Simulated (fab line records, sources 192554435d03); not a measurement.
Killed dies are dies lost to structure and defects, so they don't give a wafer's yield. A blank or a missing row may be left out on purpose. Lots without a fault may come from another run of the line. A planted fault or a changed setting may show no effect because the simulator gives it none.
fab line records | flow n5_finfet
record lots=24 wafers=72 last_day=18
route steps=1938 shown BEOL_M0_SAQP@659 BEOL_M0@716
lots that met no fault: from a run of the same line without faults
start_h: hours from the record's first day to the start of the lot's first wafer shown | wait_h: hours since the lot's step before | " the same as in the row above | L1.1+2: a row that stands for several wafers | - no value, or no start given | * or withheld: withheld | < > ~ a bound
route shown NAME@n: a module of which the file shows steps, and the number in the route of the first | usual: mean/standard deviation of fault-free wafers | same: alike in all rows | chamber/n: place in a boat | sites: the reading at each site | _std_site: their standard deviation | _edge_site: outer sites' mean less inner sites' | radius_mm: how far each site lies from the wafer's centre | mask NAME#n: copy n | behind: the tool/chamber that last shaped the wafer | hold: why the lot was held/for how many hours/how that ended | device: the transistor (n, p or np) that didn't switch | end of line: the same wafers' tests at the end of the route | a step without rows: its recipe alone | killed: dies lost to structure and defects at the first sort, not the wafer's yield | map: a wafer's dies, x killed, . not, _ none there
set.NAME: the setting as run; set.NAME@STEP: as run at that earlier step | model.NAME: the simulator's own value behind a step, which no gauge read
steps of the route over a sample of lots; a table a step, a row a wafer
services: from which hour (start_h, from the record's first day; less than 0 if before it) a tool's chamber was out of use, for how many hours, and why
## steps
# step N5_BEOL_M0_SAQP_STRIP_86
# recipe chemistry=N2/H2 power_w=500 temp_c=40 pressure_mtorr=50 rf_frequency_hz=6e+07 overash_fraction=0.3 bias_power_w=28 h2_frac=0.5 n2_flow_sccm=300 h2_flow_sccm=300
# usual drypump_motor_current_A=5.8/0.51 oes_product_au=0.77/0.096 rf_vpp_V=122.1/1.4 showerhead_plenum_p_Torr=3.39/0.1 throttle_valve_pct=18.89/0.24
# columns lot.wafer tool chamber start_h wait_h drypump_motor_current_A oes_product_au rf_hours_counter_h rf_vpp_V showerhead_plenum_p_Torr throttle_valve_pct
L074.1 rie_diel-03 3 106.67 0.1 4.8 0.76 147 120.8 3.50 19.03
L074.3 " 0 " " 5.9 0.68 243 120.8 3.32 19.25
L074.4 " 2 " " 6.0 0.69 242 122.0 3.46 19.55
L075.1 rie_diel-02 0 115.08 0.1 5.2 0.72 209 120.0 3.44 18.40
L075.4 " 1 " " 6.3 0.86 44 122.3 3.45 18.80
L075.6 " 2 " " 5.9 0.71 - 121.2 3.17 18.70
L076.4 rie_diel-02 2 122.08 0.1 6.0 0.70 221 121.1 3.17 18.71
L076.5 " 2 " " 5.9 0.71 - 122.2 3.17 18.73
L076.6 " 1 " " 6.3 0.86 - 122.5 3.45 18.78
L077.3 rie_diel-02 3 122.88 0.1 6.3 0.68 211 122.4 3.49 18.95
L077.5 " 2 " " 5.9 0.71 - 120.0 3.17 18.75
L077.6 " 1 " " 6.3 0.85 - 123.7 3.45 18.79
L078.1 rie_diel-03 2 138.03 0.1 6.0 0.68 252 121.1 3.45 19.55
L078.2 " 1 " " 5.4 0.76 161 119.7 3.33 18.95
L078.3 " 3 " " 4.8 0.74 157 122.2 3.50 19.04
L079.2 rie_diel-03 3 146.45 0.1 4.9 0.74 160 121.4 3.49 19.07
L079.4 " 3 " " 4.8 0.73 - 120.6 3.49 19.05
L079.5 " 2 " " 6.0 0.68 - 121.2 3.45 19.54
L080.1 rie_diel-05 3 149.85 0.1 5.9 0.72 160 122.6 3.49 19.02
L080.4 " 1 " " 5.3 0.71 237 123.1 3.44 18.86
L080.5 " 0 " " 6.6 0.78 - 120.6 3.25 18.89
L081.1 rie_diel-02 2 155.52 0.1 5.9 0.71 232 120.0 3.17 18.74
L081.2 " 0 " " 5.2 0.71 221 121.8 3.43 18.47
L081.6 " 0 " " 5.2 0.71 - 122.9 3.43 18.46
L082.1 rie_diel-02 2 159.15 0.1 5.9 0.71 233 121.1 3.17 18.72
L082.3 " 1 " " 6.3 0.84 57 123.6 3.44 18.81
L082.4 " 0 " " 5.2 0.71 222 120.3 3.43 18.47
L083.3 rie_diel-02 0 161.02 0.1 5.2 0.70 222 122.5 3.43 18.47
L083.5 " 1 " " 6.3 0.83 - 120.1 3.44 18.81
L083.6 " 2 " " 5.9 0.71 - 122.0 3.16 18.77
L084.1 rie_diel-03 1 170.15 0.1 5.3 0.74 175 121.8 3.32 18.94
L084.2 " 3 " " 4.8 0.73 172 123.8 3.49 19.06
L084.5 " 3 " " 4.9 0.72 - 123.6 3.49 19.10
L085.2 rie_diel-02 1 177.93 0.1 6.3 0.84 63 123.8 3.44 18.85
L085.4 " 3 " " 6.3 0.68 228 120.1 3.49 18.97
L085.6 " 0 " " 5.2 0.70 - 123.6 3.43 18.44
L086.3 rie_diel-03 2 178.27 0.1 6.0 1.01 2 121.5 3.45 19.11
L086.4 " 3 " " 4.8 0.72 174 123.6 3.49 19.04
L086.6 " 1 " " 5.4 0.74 - 122.4 3.32 18.97
L087.2 rie_diel-02 1 193.67 0.2 6.3 0.83 67 121.8 3.43 18.84
L087.4 " 1 " " 6.3 0.83 - 121.6 3.44 18.84
L087.6 " 2 " " 5.9 0.69 - 120.3 3.16 18.76
L088.2 rie_diel-02 2 196.11 0.1 5.9 0.69 244 123.2 3.16 18.77
L088.4 " 1 " " 6.3 0.82 68 119.4 3.43 18.82
L088.6 " 0 " " 5.2 0.70 - 121.7 3.43 18.47
L089.1 rie_diel-02 0 201.22 0.1 5.2 0.69 235 120.8 3.43 18.47
L089.3 " 3 " " 6.2 0.66 232 126.0 3.48 18.97
L089.6 " 3 " " 6.3 0.67 - 122.0 3.48 18.97
L090.2 rie_diel-03 0 202.06 0.1 5.9 0.94 21 120.1 3.30 18.81
L090.3 " 1 " " 5.4 0.74 186 121.2 3.31 18.97
L090.5 " 3 " " 4.9 0.72 - 121.9 3.48 19.06
L091.3 rie_diel-03 0 207.52 0.2 5.9 0.93 22 122.7 3.30 18.81
L091.4 " 1 " " 5.3 0.74 188 123.0 3.31 18.95
L091.6 " 1 " " 5.4 0.74 - 121.4 3.31 18.95
L092.2 rie_diel-02 3 215.16 0.2 6.3 0.68 236 124.2 3.48 18.98
L092.3 " 0 " " 5.2 0.70 239 120.5 3.42 18.49
L092.5 " 3 " " 6.3 0.68 - 120.2 3.48 18.98
L093.2 rie_diel-02 0 221.77 0.1 5.2 0.69 242 125.0 3.42 18.47
L093.5 " 0 " " 5.2 0.70 - 121.0 3.42 18.47
L093.6 " 1 " " 6.3 0.81 - 123.4 3.43 18.84
L094.2 rie_diel-05 2 228.06 0.1 6.6 0.76 172 122.3 3.33 19.02
L094.4 " 0 " " 6.6 0.74 169 121.7 3.23 18.89
L094.5 " 3 " " 5.9 0.70 - 121.0 3.48 19.09
L095.1 rie_diel-03 0 239.99 0.1 6.0 0.91 32 120.5 3.30 18.80
L095.2 " 1 " " 5.3 0.71 197 122.6 3.31 19.01
L095.3 " 2 " " 6.0 0.96 21 122.2 3.44 19.14
L096.3 rie_diel-03 1 243.28 0.3 5.4 0.71 199 121.9 3.31 18.98
L096.5 " 2 " " 6.0 0.94 - 121.1 3.44 19.16
L096.6 " 3 " " 4.9 0.72 - 124.1 3.47 19.10
L097.1 rie_diel-03 1 246.72 0.1 5.4 0.72 200 123.9 3.31 18.99
L097.3 " 0 " " 5.9 0.90 34 123.6 3.30 18.83
L097.4 " 3 " " 4.8 0.71 195 122.2 3.47 19.09
# step N5_BEOL_M0_SAQP_MANDREL1_REMOVE_100
# recipe chemistry=HBr/Cl2/O2 bt_time_s=10 target=a-Si stop_on=SiNx endpoint=OES-SiCl over_etch_frac=0.85 icp_w=600 bias_w=30 HBr_flow_sccm=150 Cl2_flow_sccm=80 O2_flow_sccm=5 pressure_mtorr=10
# usual drypump_motor_current_A=5.6/0.33 oes_product_au=0.999/0.018 rf_fwd_power_W=596.0/2 throttle_valve_pct=36.6/0.61
# same bt_time_s=10
# columns lot.wafer tool chamber start_h wait_h drypump_motor_current_A oes_product_au rf_fwd_power_W rf_hours_counter_h throttle_valve_pct
L074.1 rie_si-05 1 109.33 0.1 5.7 1.033 594.8 92 37.2
L074.3 " 2 " " 5.8 0.988 595.4 107 37.8
L074.4 " 3 " " 5.1 1.026 595.3 8 36.4
L075.1 rie_si-06 1 116.16 0.1 6.0 0.987 597.3 69 36.9
L075.4 " 3 " " 5.8 0.989 595.2 86 36.9
L075.6 " 2 " " 5.6 0.975 596.7 - 36.6
L076.4 rie_si-04 3 123.17 0.1 5.4 0.996 597.0 5 35.8
L076.5 " 1 " " 5.8 0.962 597.0 - 36.4
L076.6 " 2 " " 5.0 1.016 595.1 - 37.1
L077.3 rie_si-04 0 124.20 0.1 5.8 0.997 595.1 76 35.7
L077.5 " 2 " " 5.0 1.008 592.1 - 37.1
L077.6 " 3 " " 5.4 1.002 595.9 - 35.8
L078.1 rie_si-05 0 139.10 0.1 6.0 0.968 595.9 143 37.7
L078.2 " 1 " " 5.7 1.019 598.9 93 37.2
L078.3 " 2 " " 5.8 0.996 597.6 108 37.7
L079.2 rie_si-06 0 147.53 0.1 5.8 0.993 595.3 40 36.4
L079.4 " 1 " " 6.0 0.992 598.7 69 36.9
L079.5 " 1 " " 6.0 0.986 597.5 - 36.9
L080.1 rie_si-04 3 151.99 0.1 5.4 1.003 596.4 6 35.8
L080.4 " 2 " " 5.0 1.020 594.4 27 37.1
L080.5 " 2 " " 5.0 1.023 595.1 - 37.1
L081.1 rie_si-06 1 156.59 0.1 6.0 1.000 593.9 69 36.9
L081.2 " 0 " " 5.8 0.977 595.7 40 36.4
L081.6 " 0 " " 5.8 0.983 594.1 - 36.4
L082.1 rie_si-05 3 160.85 0.1 5.1 1.021 597.3 9 36.4
L082.3 " 2 " " 5.8 0.985 601.8 108 37.8
L082.4 " 1 " " 5.7 1.043 596.9 93 37.2
L083.3 rie_si-04 1 162.28 0.1 5.8 0.983 596.4 9 36.4
L083.5 " 0 " " 5.8 1.007 593.1 - 35.7
L083.6 " 1 " " 5.9 0.975 595.3 - 36.4
L084.1 rie_si-04 2 171.23 0.1 5.0 1.013 592.2 28 37.1
L084.2 " 3 " " 5.4 1.017 597.4 6 35.8
L084.5 " 1 " " 5.8 0.985 596.2 - 36.4
L085.2 rie_si-04 3 179.01 0.1 5.5 1.017 594.1 6 35.8
L085.4 " 0 " " 5.8 1.004 596.2 77 35.7
L085.6 " 1 " " 5.8 0.973 597.7 - 36.4
L086.3 rie_si-04 2 179.37 0.1 5.0 1.019 596.3 28 37.2
L086.4 " 1 " " 5.8 0.974 597.6 10 36.4
L086.6 " 3 " " 5.4 1.018 591.8 - 35.8
L087.2 rie_si-04 2 194.75 0.1 5.0 1.020 593.6 28 37.1
L087.4 " 1 " " 5.8 0.972 594.1 10 36.4
L087.6 " 1 " " 5.8 0.978 596.1 - 36.4
L088.2 rie_si-04 0 197.57 0.1 5.8 1.005 592.4 78 35.7
L088.4 " 0 " " 5.8 1.002 594.5 - 35.7
L088.6 " 1 " " 5.8 0.978 593.2 - 36.4
L089.1 rie_si-04 2 202.67 0.1 5.0 1.015 593.4 28 37.1
L089.3 " 0 " " 5.8 1.013 595.3 78 35.7
L089.6 " 0 " " 5.7 1.008 596.6 - 35.7
L090.2 rie_si-06 1 203.14 0.1 6.0 0.994 599.8 70 36.9
L090.3 " 2 " " 5.6 0.980 595.5 4 36.6
L090.5 " 0 " " 5.8 0.994 595.3 - 36.4
L091.3 rie_si-04 2 208.60 0.1 5.0 1.018 598.5 28 37.1
L091.4 " 1 " " 5.8 0.976 595.4 10 36.4
L091.6 " 3 " " 5.4 1.016 596.7 - 35.8
L092.2 rie_si-06 3 216.38 0.1 5.8 1.004 594.7 88 36.9
L092.3 " 0 " " 5.8 0.992 595.9 41 36.4
L092.5 " 1 " " 6.0 0.997 595.5 - 36.9
L093.2 rie_si-04 0 223.87 0.1 5.7 1.015 599.3 78 35.7
L093.5 " 2 " " 5.0 1.016 597.3 - 37.1
L093.6 " 3 " " 5.4 1.000 597.0 - 35.8
L094.2 rie_si-04 0 229.23 0.1 5.8 1.003 594.5 78 35.7
L094.4 " 3 " " 5.5 1.001 597.0 7 35.8
L094.5 " 3 " " 5.5 1.011 596.1 - 35.8
L095.1 rie_si-06 0 241.56 0.1 5.8 0.983 598.8 42 36.4
L095.2 " 3 " " 5.8 0.995 593.1 88 36.9
L095.3 " 1 " " 6.0 0.989 595.9 71 36.9
L096.3 rie_si-06 0 244.36 0.1 5.8 0.992 595.8 42 36.4
L096.5 " 1 " " 6.0 0.993 599.9 - 36.9
L096.6 " 2 " " 5.6 0.984 596.5 - 36.6
L097.1 rie_si-05 1 248.35 0.1 5.7 1.039 595.5 95 37.2
L097.3 " 0 " " 6.0 0.970 592.5 145 37.7
L097.4 " 3 " " 5.1 1.028 598.2 10 36.4
# step N5_BEOL_M0_SAQP_SPACER2_ALD_26
# recipe material=SiO2 target_thk_a=150 temp_c=300 ald_precursor_family=BDEAS ald_co_reactant=O2-plasma pulse_time_s=1 purge_time_s=2 co_reactant_purge_time_s=2 pressure_torr=2
# usual heater_power_w=481/49 precursor_pulse_height_rel=1.004/0.019
# columns lot.wafer tool chamber start_h wait_h heater_power_w precursor_pulse_height_rel
L074.1 ald_sin-03 1 110.67 0.1 468 0.987
L074.3 " 0 " " 497 0.983
L074.4 " 3 " " 430 1.029
L075.1 ald_sin-02 3 117.28 0.1 572 0.995
L075.4 " 2 " " 401 0.975
L075.6 " 2 " " 419 1.022
L076.4 ald_sin-02 3 124.80 0.1 556 1.014
L076.5 " 0 " " 553 0.975
L076.6 " 1 " " 522 0.994
L077.3 ald_sin-03 2 125.65 0.1 467 0.983
L077.5 " 1 " " 474 1.013
L077.6 " 0 " " 493 1.028
L078.1 ald_sin-02 2 140.22 0.1 404 1.014
L078.2 " 0 " " 577 0.998
L078.3 " 3 " " 563 1.058
L079.2 ald_sin-01 1 148.93 0.3 465 1.006
L079.4 " 2 " " 487 1.004
L079.5 " 2 " " 477 1.004
L080.1 ald_sin-01 3 154.23 1.0 460 1.002
L080.4 " 0 " " 457 1.027
L080.5 " 0 " " 449 1.001
L081.1 ald_sin-01 1 157.71 0.1 483 0.980
L081.2 " 3 " " 466 1.016
L081.6 " 1 " " 463 0.994
L082.1 ald_sin-02 1 162.17 0.3 522 0.992
L082.3 " 2 " " 397 1.014
L082.4 " 3 " " 551 1.030
L083.3 ald_sin-03 0 163.54 0.1 494 0.994
L083.5 " 1 " " 448 1.014
L083.6 " 3 " " 423 0.994
L084.1 ald_sin-02 2 172.35 0.1 410 1.016
L084.2 " 1 " " 512 0.994
L084.5 " 0 " " 546 1.011
L085.2 ald_sin-03 2 181.37 0.9 473 1.003
L085.4 " 1 " " 453 1.004
L085.6 " 0 " " 510 1.002
L086.3 ald_sin-03 0 181.89 1.2 503 0.993
L086.4 " 1 " " 466 0.984
L086.6 " 2 " " 462 0.968
L087.2 ald_sin-01 1 196.95 1.2 459 1.034
L087.4 " 0 " " 447 1.015
L087.6 " 0 " " 441 1.054
L088.2 ald_sin-02 3 198.69 0.1 560 1.012
L088.4 " 1 " " 505 1.003
L088.6 " 2 " " 413 0.988
L089.1 ald_sin-03 2 203.99 0.1 459 0.994
L089.3 " 0 " " 502 1.009
L089.6 " 3 " " 428 1.003
L090.2 ald_sin-01 1 204.44 0.2 472 0.972
L090.3 " 2 " " 477 0.989
L090.5 " 1 " " 476 1.026
L091.3 ald_sin-01 2 209.84 0.1 489 0.989
L091.4 " 3 " " 459 0.991
L091.6 " 0 " " 454 1.021
L092.2 ald_sin-02 3 217.86 0.1 562 1.031
L092.3 " 2 " " 413 1.006
L092.5 " 2 " " 405 1.017
L093.2 ald_sin-01 2 225.11 0.2 476 1.014
L093.5 " 1 " " 479 0.971
L093.6 " 0 " " 466 1.036
L094.2 ald_sin-02 1 230.89 0.6 498 1.013
L094.4 " 2 " " 406 1.022
L094.5 " 0 " " 589 0.962
L095.1 ald_sin-03 2 242.86 0.1 457 0.986
L095.2 " 3 " " 419 1.014
L095.3 " 1 " " 450 0.987
L096.3 ald_sin-02 1 245.61 0.1 485 1.003
L096.5 " 3 " " 563 0.994
L096.6 " 0 " " 558 0.983
L097.1 ald_sin-01 1 249.48 0.1 474 0.999
L097.3 " 3 " " 464 0.985
L097.4 " 2 " " 484 0.978
# step N5_BEOL_M0_SAQP_CD_MEAS_40
# recipe target_cd_nm=30 landing_energy_ev=500 detector=se_inlens
# usual cd_nm=30.01/0.23
# columns lot.wafer tool chamber start_h wait_h cd_nm
L074.1 cd_sem-02 0 111.85 - 30.26
L074.3 " 0 " " 30.44
L074.4 " 0 " " 29.94
L075.1 cd_sem-02 0 118.34 - 30.19
L075.4 " 0 " " 29.95
L075.6 " 0 " " 29.96
L076.4 cd_sem-03 0 126.12 - 29.96
L076.5 " 0 " " 29.86
L076.6 " 0 " " 30.12
L077.3 cd_sem-02 0 126.72 - 29.87
L077.5 " 0 " " 30.07
L077.6 " 0 " " 29.62
L078.1 cd_sem-03 0 141.28 - 29.92
L078.2 " 0 " " 29.79
L078.3 " 0 " " 30.46
L079.2 cd_sem-02 0 150.03 - 29.97
L079.4 " 0 " " 29.71
L079.5 " 0 " " 30.08
L080.1 cd_sem-02 0 155.46 - 29.64
L080.4 " 0 " " 30.06
L080.5 " 0 " " 29.94
L081.1 cd_sem-03 0 159.25 - 29.81
L081.2 " 0 " " 30.02
L081.6 " 0 " " 29.47
L082.1 cd_sem-01 0 163.42 - 30.11
L082.3 " 0 " " 29.98
L082.4 " 0 " " 30.07
L083.3 cd_sem-02 0 164.67 - 30.22
L083.5 " 0 " " 29.93
L083.6 " 0 " " 30.72
L084.1 cd_sem-01 0 173.53 - 30.44
L084.2 " 0 " " 30.24
L084.5 " 0 " " 29.86
L085.2 cd_sem-03 0 182.67 - 30.34
L085.4 " 0 " " 30.27
L085.6 " 0 " " 30.07
L086.3 cd_sem-02 0 182.95 - 30.30
L086.4 " 0 " " 29.89
L086.6 " 0 " " 29.68
L087.2 cd_sem-02 0 198.00 - 29.75
L087.4 " 0 " " 29.89
L087.6 " 0 " " 29.79
L088.2 cd_sem-02 0 199.81 - 30.26
L088.4 " 0 " " 30.17
L088.6 " 0 " " 29.84
L089.1 cd_sem-01 0 205.04 - 29.70
L089.3 " 0 " " 30.01
L089.6 " 0 " " 29.99
L090.2 cd_sem-02 0 205.49 - 30.16
L090.3 " 0 " " 29.99
L090.5 " 0 " " 30.00
L091.3 cd_sem-01 0 211.03 - 30.42
L091.4 " 0 " " 29.83
L091.6 " 0 " " 29.93
L092.2 cd_sem-01 0 218.91 - 30.02
L092.3 " 0 " " 29.97
L092.5 " 0 " " 30.16
L093.2 cd_sem-03 0 226.29 - 30.22
L093.5 " 0 " " 29.94
L093.6 " 0 " " 30.06
L094.2 cd_sem-02 0 232.10 - 29.98
L094.4 " 0 " " 30.49
L094.5 " 0 " " 30.14
L095.1 cd_sem-02 0 244.04 - 30.29
L095.2 " 0 " " 29.98
L095.3 " 0 " " 29.77
L096.3 cd_sem-02 0 246.79 - 29.98
L096.5 " 0 " " 29.95
L096.6 " 0 " " 30.04
L097.1 cd_sem-03 0 250.65 - 29.90
L097.3 " 0 " " 30.26
L097.4 " 0 " " 29.67
# step N5_BEOL_M0_HM_OPEN_105
# recipe chemistry=Cl2/BCl3 target_depth_a=120 target=TiN ion_energy_ev=150 pressure_mtorr=10 icp_w=1000 bias_w=126 Cl2_flow_sccm=53.25 bcl3_flow_sccm=21.75 Ar_flow_sccm=25
# usual drypump_motor_current_A=5.8/0.45 oes_product_au=0.77/0.11 rf_fwd_power_W=995/3.7 throttle_valve_pct=21.9/0.32
# columns lot.wafer tool chamber start_h wait_h drypump_motor_current_A oes_product_au rf_fwd_power_W rf_hours_counter_h throttle_valve_pct
L074.1 rie_metal-01 1 120.36 6.6 5.4 0.58 994 130 22.2
L074.3 " 1 " " 5.3 0.58 992 - 22.2
L074.4 " 0 " " 5.8 0.80 996 - 21.4
L075.1 rie_metal-02 1 120.40 0.3 5.4 0.66 994 95 22.0
L075.4 " 1 " " 5.4 0.67 996 - 22.0
L075.6 " 1 " " 5.4 0.67 996 - 22.0
L076.4 rie_metal-02 1 128.55 0.1 5.4 0.67 997 - 22.0
L076.5 " 1 " " 5.4 0.67 999 - 22.0
L076.6 " 0 " " 6.7 0.88 994 - 21.9
L077.3 rie_metal-01 1 129.33 0.2 5.4 0.58 988 - 22.2
L077.5 " 0 " " 5.8 0.79 998 - 21.4
L077.6 " 1 " " 5.4 0.58 992 - 22.2
L078.1 rie_metal-02 1 144.20 0.9 5.4 0.67 1000 97 22.0
L078.2 " 0 " " 6.7 0.87 999 14 21.9
L078.3 " 0 " " 6.7 0.87 995 - 21.9
L079.2 rie_metal-02 0 153.56 1.4 6.7 0.87 997 15 21.9
L079.4 " 1 " " 5.4 0.66 994 - 22.0
L079.5 " 0 " " 6.7 0.87 995 - 21.9
L080.1 rie_metal-02 0 157.48 0.1 6.6 0.87 996 15 21.9
L080.4 " 1 " " 5.4 0.67 1000 - 22.0
L080.5 " 0 " " 6.7 0.87 996 - 21.9
L081.1 rie_metal-01 1 162.08 1.1 5.4 0.57 995 134 22.2
L081.2 " 0 " " 5.9 0.78 1002 49 21.4
L081.6 " 1 " " 5.4 0.57 991 - 22.2
L082.1 rie_metal-03 1 165.58 0.2 5.9 0.78 992 32 22.0
L082.3 " 1 " " 5.9 0.79 994 - 22.0
L082.4 " 1 " " 5.9 0.78 988 - 22.0
L083.3 rie_metal-01 1 167.86 1.4 5.3 0.57 991 - 22.2
L083.5 " 0 " " 5.8 0.77 998 - 21.4
L083.6 " 1 " " 5.4 0.57 992 - 22.2
L084.1 rie_metal-01 0 184.52 9.2 5.8 0.77 999 51 21.4
L084.2 " 0 " " 5.9 0.77 996 - 21.4
L084.5 " 0 " " 5.9 0.77 998 - 21.4
L086.3 rie_metal-02 0 189.07 2.8 6.6 0.86 989 - 21.9
L086.4 " 1 " " 5.4 0.66 993 - 22.0
L086.6 " 0 " " 6.6 0.85 996 - 21.9
L085.2 rie_metal-03 0 189.21 3.2 5.5 0.75 990 55 22.4
L085.4 " 0 " " 5.5 0.75 990 - 22.4
L085.6 " 1 " " 5.9 0.79 987 - 22.0
L088.2 rie_metal-01 1 202.16 0.6 5.4 1.04 990 0 21.7
L088.4 " 0 " " 5.8 0.77 995 - 21.4
L088.6 " 0 " " 5.8 0.77 1001 - 21.4
L087.2 rie_metal-02 1 202.35 2.6 5.4 0.66 995 103 22.0
L087.4 " 1 " " 5.4 0.65 995 - 22.0
L087.6 " 1 " " 5.4 0.65 997 - 22.0
L089.1 rie_metal-01 1 207.08 0.2 5.4 1.03 991 1 21.7
L089.3 " 1 " " 5.4 1.02 991 - 21.7
L089.6 " 0 " " 5.8 0.77 996 - 21.4
L090.2 rie_metal-03 1 211.93 4.5 5.9 0.79 995 37 22.0
L090.3 " 0 " " 5.5 0.74 996 - 22.4
L090.5 " 1 " " 5.9 0.79 996 - 22.0
L091.3 rie_metal-01 1 214.96 2.1 5.4 1.01 994 - 21.7
L091.4 " 0 " " 5.8 0.77 1001 - 21.4
L091.6 " 1 " " 5.4 1.01 991 - 21.7
L092.2 rie_metal-03 1 222.80 1.8 5.8 0.78 994 38 22.0
L092.3 " 0 " " 5.5 0.74 998 - 22.4
L092.5 " 1 " " 5.9 0.77 992 - 22.0
L093.2 rie_metal-02 1 230.37 2.1 5.4 0.65 998 107 22.0
L093.5 " 0 " " 6.6 0.84 993 - 21.9
L093.6 " 1 " " 5.4 0.65 997 - 22.1
L094.2 rie_metal-01 1 234.19 0.4 5.4 1.00 990 3 21.6
L094.4 " 0 " " 5.8 0.76 997 - 21.4
L094.5 " 1 " " 5.4 0.99 996 - 21.7
L095.1 rie_metal-03 0 247.90 2.2 5.5 0.73 994 60 22.4
L095.2 " 1 " " 5.9 0.77 997 39 22.0
L095.3 " 0 " " 5.5 0.73 992 - 22.4
L097.1 rie_metal-02 1 253.10 0.4 5.4 0.65 997 109 22.0
L097.3 " 1 " " 5.4 0.65 995 - 22.0
L097.4 " 0 " " 6.7 0.83 996 - 21.9
L096.3 rie_metal-03 1 253.11 4.5 5.9 0.76 997 - 22.0
L096.5 " 1 " " 5.9 0.76 993 - 22.0
L096.6 " 0 " " 5.5 0.72 985 - 22.4
# step N5_BEOL_M0_OCD_MEAS_108
# usual trench_depth_nm=32.9/0.89
# columns lot.wafer tool chamber start_h wait_h trench_depth_nm
L074.1 ocd-02 - 120.83 0.1 33.1
L074.3 " - " " 32.4
L074.4 " - " " 32.5
L075.1 ocd-02 - 121.43 0.1 33.1
L075.4 " - " " 34.7
L075.6 " - " " 33.9
L076.4 ocd-02 - 129.79 0.1 32.8
L076.5 " - " " 32.2
L076.6 " - " " 31.4
L077.3 ocd-02 - 130.38 0.1 32.5
L077.5 " - " " 32.4
L077.6 " - " " 31.6
L078.1 ocd-02 - 144.83 0.1 33.2
L078.2 " - " " 35.8
L078.3 " - " " 32.6
L079.2 ocd-02 - 154.10 0.1 32.4
L079.4 " - " " 32.5
L079.5 " - " " 31.2
L080.1 ocd-02 - 158.19 0.1 34.6
L080.4 " - " " 33.4
L080.5 " - " " 34.1
L081.1 ocd-02 - 162.54 0.1 32.8
L081.2 " - " " 33.9
L081.6 " - " " 32.8
L082.1 ocd-02 - 166.19 0.1 32.9
L082.3 " - " " 32.9
L082.4 " - " " 34.9
L083.3 ocd-01 - 168.30 0.1 32.2
L083.5 " - " " 32.6
L083.6 " - " " 32.3
L084.1 ocd-02 - 185.20 0.1 32.9
L084.2 " - " " 32.2
L084.5 " - " " 31.9
L086.3 ocd-01 - 189.62 0.1 32.8
L086.4 " - " " 33.8
L086.6 " - " " 32.8
L085.2 ocd-02 - 190.10 0.1 32.6
L085.4 " - " " 33.0
L085.6 " - " " 33.2
L088.2 ocd-02 - 202.63 0.1 33.0
L088.4 " - " " 32.7
L088.6 " - " " 31.4
L087.2 ocd-01 - 202.82 0.1 33.5
L087.4 " - " " 32.7
L087.6 " - " " 33.3
L089.1 ocd-02 - 207.90 0.1 35.1
L089.3 " - " " 33.0
L089.6 " - " " 32.2
L090.2 ocd-01 - 212.48 0.1 32.6
L090.3 " - " " 33.1
L090.5 " - " " 32.9
L091.3 ocd-01 - 215.65 0.1 34.3
L091.4 " - " " 32.6
L091.6 " - " " 33.2
L092.2 ocd-02 - 223.99 0.1 32.7
L092.3 " - " " 31.8
L092.5 " - " " 32.2
L093.2 ocd-02 - 230.83 0.1 34.6
L093.5 " - " " 33.2
L093.6 " - " " 31.9
L094.2 ocd-01 - 235.67 0.1 32.0
L094.4 " - " " 32.9
L094.5 " - " " 32.7
L095.1 ocd-02 - 249.06 0.1 33.7
L095.2 " - " " 33.2
L095.3 " - " " 35.4
L096.3 ocd-01 - 253.54 0.1 32.7
L096.5 " - " " 32.5
L096.6 " - " " 32.9
L097.1 ocd-02 - 253.56 0.1 31.5
L097.3 " - " " 34.6
L097.4 " - " " 33.0
## services
# columns tool chamber start_h hours kind
rie_diel-02 0 83.16 3.2 repair
ald_sin-03 - 85.37 14.0 pm
rie_metal-03 - 96.80 1.3 repair
ald_sin-01 2 101.12 6.2 repair
rie_metal-01 - 107.94 0.5 repair
rie_diel-05 3 120.53 12.2 repair
rie_metal-03 - 128.12 14.6 pm
rie_diel-05 0 130.14 5.3 repair
ald_sin-02 2 130.82 3.4 repair
rie_metal-01 - 144.80 0.9 repair
rie_diel-02 - 145.77 0.3 repair
rie_metal-03 0 152.94 18.0 repair
rie_metal-02 - 155.30 1.4 pm
rie_si-05 3 170.39 8.0 repair
ald_sin-02 - 177.38 14.0 pm
rie_si-04 3 195.33 5.1 repair
ald_sin-02 1 203.12 14.9 repair
rie_si-04 2 210.48 7.3 repair
rie_diel-02 2 214.60 - clean
rie_diel-02 2 214.60 - consumable_replace:focus_ring
rie_diel-02 2 214.60 - consumable_replace:showerhead
rie_si-05 1 222.18 5.0 repair
ald_sin-03 - 225.16 1.1 repair
rie_metal-01 - 226.93 6.8 repair
## key
fault none
